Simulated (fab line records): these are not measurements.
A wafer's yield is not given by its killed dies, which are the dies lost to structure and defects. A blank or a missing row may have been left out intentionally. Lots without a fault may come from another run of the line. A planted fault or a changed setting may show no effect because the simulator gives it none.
Split-lot study | flow n5_finfet | route with 1938 steps; 7 lots, 21 wafers read

## ABOUT THE SPLIT
At N5_HKMG_FIN_ETCH_54 (etches SiARC in CF4, target depth 45.5 nm, time 75.8 s), the setting source_w was moved away from the recipe's 545 W on 5 of the 21 wafers read, by -5.3% to +15.7%. For the rest of the wafers, this setting stayed at what the recipe calls for.

Reading taken at the split's own step.

## THE READING
rf_vpp_V, in V, at N5_HKMG_FIN_ETCH_54 (etches SiARC in CF4, target depth 45.5 nm, time 75.8 s). Fault-free wafers of this fab line usually give 184.3 V, standard deviation 0.97 V.

wafer  | tool, chamber at the split | source_w as run, W | against the recipe | rf_vpp_V, V | against lot-mates on the recipe
L076.2 | rie_diel-03, 2             | 545                | recipe             | 184.0       | -
L076.4 | rie_diel-03, 3             | 545                | recipe             | 185.5       | -
L076.5 | rie_diel-03, 3             | 609.7              | +11.9%             | 177.5       | -7.2
L078.4 | rie_diel-03, 3             | 545                | recipe             | 185.0       | -
L078.5 | rie_diel-03, 0             | 545                | recipe             | 185.8       | -
L078.6 | rie_diel-03, 1             | 545                | recipe             | 184.8       | -
L080.2 | rie_diel-04, 1             | 545                | recipe             | 185.4       | -
L080.3 | rie_diel-04, 2             | 545                | recipe             | 184.6       | -
L080.4 | rie_diel-04, 0             | 545                | recipe             | 182.3       | -
L087.1 | rie_diel-04, 0             | 545                | recipe             | 182.6       | -
L087.2 | rie_diel-04, 2             | 545                | recipe             | 183.3       | -
L087.5 | rie_diel-04, 1             | 545                | recipe             | 183.9       | -
L088.1 | rie_diel-03, 3             | 630.6              | +15.7%             | 175.2       | -9.2
L088.2 | rie_diel-03, 1             | 545                | recipe             | 184.4       | -
L088.4 | rie_diel-03, 0             | 630.6              | +15.7%             | 175.0       | -9.4
L089.1 | rie_diel-03, 3             | 545                | recipe             | 184.4       | -
L089.3 | rie_diel-03, 1             | 545                | recipe             | 183.1       | -
L089.4 | rie_diel-03, 2             | 545                | recipe             | 184.0       | -
L097.1 | rie_diel-04, 3             | 516.1              | -5.3%              | 187.8       | +3.7
L097.3 | rie_diel-04, 0             | 516.1              | -5.3%              | 186.7       | +2.6
L097.5 | rie_diel-04, 3             | 545                | recipe             | 184.1       | -

FIT RESULTS
A straight line over all 21 wafers: rf_vpp_V changes by -0.576 V for each +1% of source_w; r = -0.96; the points scatter about the line by 0.92 V.
The same after taking each lot's own level away (the mean of its wafers on the recipe; 21 wafers): -0.596 V for each +1%; r = -0.98; scatter 0.7 V.
That fit puts the effect of the largest move of source_w on the reading at 9.4 V.
The span of the lots' own levels, 183.27 to 185.20 V, comes to 2.0 times the standard deviation stated above.
The two slopes agree, so the slope changes little with the lot-to-lot level.
Check: with one of the wafers moved furthest among these (+15.7%) left out of the fit, the line predicts -9.45 V for it against its lot-mates. Against them it came out at -9.2 V.
Tool readings at the split's step, against how far the setting was moved: etch_rf_on_time_s r = -0.94; rf_vpp_V r = -0.96.

## THE OTHER SPLITS THESE WAFERS WENT THROUGH
Other splits were also applied to these wafers ahead of the reading. Each is held against what the fit with the lots' levels taken away leaves over:
other split on the same wafers | wafers away from the commonest value | r with rf_vpp_V (lot level and that fit taken away)
N5_WELL_APT_COAT_02 spin_rpm   | 7                                    | -0.14
N5_FIN_CUT_EXPOSE_05 dose_mj   | 5                                    | -0.03
N5_SD_EPI_N_DESCUM_14 time_s   | 11                                   | -0.10
N5_SD_EPI_N_ETCH_35 time_s     | 2                                    | -0.24

## THE WHOLE CHAIN: every reading that the file lists as answering this split, in the file's order
step                | what it does                                           | reading           | change (the file's fit)              | r (the file's)
N5_HKMG_FIN_ETCH_54 | etches SiARC in CF4, target depth 45.5 nm, time 75.8 s | etch_rf_on_time_s | withheld for each +1% of the setting | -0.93
N5_HKMG_FIN_ETCH_54 | etches SiARC in CF4, target depth 45.5 nm, time 75.8 s | rf_vpp_V          | -0.598 V for each +1% of the setting | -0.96

## THE FILE'S OWN FIT
rf_vpp_V changes by -0.598 V for each +1% of source_w, r = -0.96.
